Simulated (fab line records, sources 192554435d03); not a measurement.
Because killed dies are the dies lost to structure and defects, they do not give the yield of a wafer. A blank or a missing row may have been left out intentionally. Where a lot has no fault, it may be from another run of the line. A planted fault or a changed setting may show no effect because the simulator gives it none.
Matching of chambers :: flow n5Finfet :: rieDiel-05 running N5_BEOL_M15_ETCH_59: 4 sister chambers
The step etches BARC in N2/H2, target depth 89 nm, overetch 26.7 nm, time 67.9 s. 18 wafers are shown with their chamber, then 9 later ones without.

== WAFERS, EACH WITH ITS CHAMBER ==
wafer: L080.3
chamber: 0
showerheadPlenumPTorr (Torr): 2.43
throttleValvePct (%): 18.18
oesProductAu (a.u.): 0.62

wafer: L080.4
chamber: 0
showerheadPlenumPTorr (Torr): 2.43
throttleValvePct (%): 18.17
oesProductAu (a.u.): 0.62

wafer: L080.5
chamber: 2
showerheadPlenumPTorr (Torr): 2.59
throttleValvePct (%): 17.66
oesProductAu (a.u.): 0.79

wafer: L079.3
chamber: 2
showerheadPlenumPTorr (Torr): 2.59
throttleValvePct (%): 17.67
oesProductAu (a.u.): 0.78

wafer: L079.4
chamber: 2
showerheadPlenumPTorr (Torr): 2.59
throttleValvePct (%): 17.66
oesProductAu (a.u.): 0.79

wafer: L079.6
chamber: 0
showerheadPlenumPTorr (Torr): 2.43
throttleValvePct (%): 18.18
oesProductAu (a.u.): 0.62

wafer: L078.1
chamber: 2
showerheadPlenumPTorr (Torr): 2.59
throttleValvePct (%): 17.68
oesProductAu (a.u.): 0.78

wafer: L078.2
chamber: 0
showerheadPlenumPTorr (Torr): 2.43
throttleValvePct (%): 18.19
oesProductAu (a.u.): 0.62

wafer: L078.5
chamber: 2
showerheadPlenumPTorr (Torr): 2.59
throttleValvePct (%): 17.68
oesProductAu (a.u.): 0.78

wafer: L082.2
chamber: 3
showerheadPlenumPTorr (Torr): 2.62
throttleValvePct (%): 18.13
oesProductAu (a.u.): 0.60

wafer: L082.3
chamber: 2
showerheadPlenumPTorr (Torr): 2.59
throttleValvePct (%): 17.69
oesProductAu (a.u.): 0.78

wafer: L082.6
chamber: 2
showerheadPlenumPTorr (Torr): 2.59
throttleValvePct (%): 17.70
oesProductAu (a.u.): 0.78

wafer: L085.1
chamber: 1
showerheadPlenumPTorr (Torr): 2.72
throttleValvePct (%): 17.21
oesProductAu (a.u.): 0.80

wafer: L085.4
chamber: 0
showerheadPlenumPTorr (Torr): 2.42
throttleValvePct (%): 18.21
oesProductAu (a.u.): 0.61

wafer: L085.6
chamber: 0
showerheadPlenumPTorr (Torr): 2.42
throttleValvePct (%): 18.20
oesProductAu (a.u.): 0.60

wafer: L088.1
chamber: 3
showerheadPlenumPTorr (Torr): 2.62
throttleValvePct (%): 18.15
oesProductAu (a.u.): 0.58

wafer: L088.3
chamber: 2
showerheadPlenumPTorr (Torr): 2.59
throttleValvePct (%): 17.71
oesProductAu (a.u.): 0.75

wafer: L088.4
chamber: 1
showerheadPlenumPTorr (Torr): 2.72
throttleValvePct (%): 17.24
oesProductAu (a.u.): 0.79

SIGNATURES, as means of the wafers listed above
reading: showerheadPlenumPTorr
chamber 0: 2.4267
chamber 1: 2.7200
chamber 2: 2.5900
chamber 3: 2.6200
scatter within a chamber: 0.00309

reading: throttleValvePct
chamber 0: 18.1883
chamber 1: 17.2250
chamber 2: 17.6812
chamber 3: 18.1400
scatter within a chamber: 0.0169

reading: oesProductAu
chamber 0: 0.6150
chamber 1: 0.7950
chamber 2: 0.7788
chamber 3: 0.5900
scatter within a chamber: 0.011
Rule: for each reading, subtract the chamber's mean from the wafer's reading, divide by that reading's scatter and square the result; add these up over the readings and take the root, which gives the wafer's distance from the chamber. The wafer belongs to the nearest chamber; if the next one is less than 2 further off, it can't be placed. The scatter: take each reading less its chamber's mean, square it, sum over the shown wafers, divide by the number of wafers less the number of chambers, and take the root.

== WAFERS WITHOUT THEIR CHAMBER ==
wafer: L091.2
showerheadPlenumPTorr (Torr): 2.58
throttleValvePct (%): 17.72
oesProductAu (a.u.): 0.74

wafer: L091.3
showerheadPlenumPTorr (Torr): 2.71
throttleValvePct (%): 17.25
oesProductAu (a.u.): 0.77

wafer: L091.6
showerheadPlenumPTorr (Torr): 2.58
throttleValvePct (%): 17.70
oesProductAu (a.u.): 0.74

wafer: L092.2
showerheadPlenumPTorr (Torr): 2.58
throttleValvePct (%): 17.72
oesProductAu (a.u.): 0.74

wafer: L092.3
showerheadPlenumPTorr (Torr): 2.41
throttleValvePct (%): 18.22
oesProductAu (a.u.): 0.60

wafer: L092.4
showerheadPlenumPTorr (Torr): 2.41
throttleValvePct (%): 18.23
oesProductAu (a.u.): 0.61

wafer: L097.1
showerheadPlenumPTorr (Torr): 2.41
throttleValvePct (%): 18.24
oesProductAu (a.u.): 0.59

wafer: L097.3
showerheadPlenumPTorr (Torr): 2.61
throttleValvePct (%): 17.74
oesProductAu (a.u.): 0.82

wafer: L097.5
showerheadPlenumPTorr (Torr): 2.71
throttleValvePct (%): 17.27
oesProductAu (a.u.): 0.75

== THE CHAMBER EACH PASSED THROUGH ==
wafer: L091.2
from the rows above: 2
in truth: 2

wafer: L091.3
from the rows above: 1
in truth: 1

wafer: L091.6
from the rows above: 2
in truth: 2

wafer: L092.2
from the rows above: 2
in truth: 2

wafer: L092.3
from the rows above: 0
in truth: 0

wafer: L092.4
from the rows above: 0
in truth: 0

wafer: L097.1
from the rows above: 0
in truth: 0

wafer: L097.3
from the rows above: 2
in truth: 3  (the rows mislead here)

wafer: L097.5
from the rows above: 1
in truth: 1
Correct placement for 8 of the 9. Can't be placed from these rows: 0. 1 placed wrongly.
